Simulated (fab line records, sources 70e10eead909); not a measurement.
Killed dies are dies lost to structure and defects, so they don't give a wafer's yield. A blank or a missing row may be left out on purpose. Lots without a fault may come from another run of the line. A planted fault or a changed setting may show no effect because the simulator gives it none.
Chamber matching | flow nand_harc | NHARC_A_CHANNEL_HOLE_D1_ETCH_16 on rie_diel-03: 4 sister chambers
The step etches the open film in O2/COS, target depth 3100 nm, time 806 s. 7 wafers are shown with their chamber, then 7 later ones without.

WAFERS WITH THEIR CHAMBER
wafer  | chamber | drypump_motor_current_A (A) | oes_product_au (a.u.)
L983.4 | 2       | 5.33                        | 1.005
L992.4 | 0       | 5.01                        | 1.005
L992.5 | 1       | 5.73                        | 0.989
L997.3 | 1       | 5.72                        | 1.002
L997.6 | 3       | 5.46                        | 0.987
L999.2 | 2       | 5.36                        | 1.007
L999.3 | 3       | 5.48                        | 0.987

WAFERS WITHOUT THEIR CHAMBER
wafer  | drypump_motor_current_A (A) | oes_product_au (a.u.)
L999.5 | 5.03                        | 1.000
L103.2 | 5.48                        | 0.987
L103.3 | 5.36                        | 1.007
L103.6 | 5.37                        | 1.007
L105.1 | 5.73                        | 0.993
L105.2 | 5.02                        | 0.993
L105.4 | 5.43                        | 0.986

WHICH CHAMBER EACH WENT THROUGH
wafer  | from the rows above | in truth
L999.5 | 0                   | 0
L103.2 | 3                   | 3
L103.3 | 2                   | 2
L103.6 | 2                   | 2
L105.1 | 1                   | 1
L105.2 | 0                   | 0
L105.4 | 3                   | 3
Placed correctly: 7 of 7. Can't be placed from these rows: 0. Placed wrongly: 0.
How it was worked out, from the rows above alone: a wafer's distance from a chamber is the root of the sum, over the readings, of the square of ((its reading less the chamber's mean) divided by the reading's scatter). The wafer belongs to the nearest chamber; if the next one is less than 2 further off, it can't be placed. A chamber's mean is the mean of its shown wafers. The scatter: the root of (the sum of the squares of (reading less its chamber's mean) over the shown wafers, divided by (wafers less chambers)).
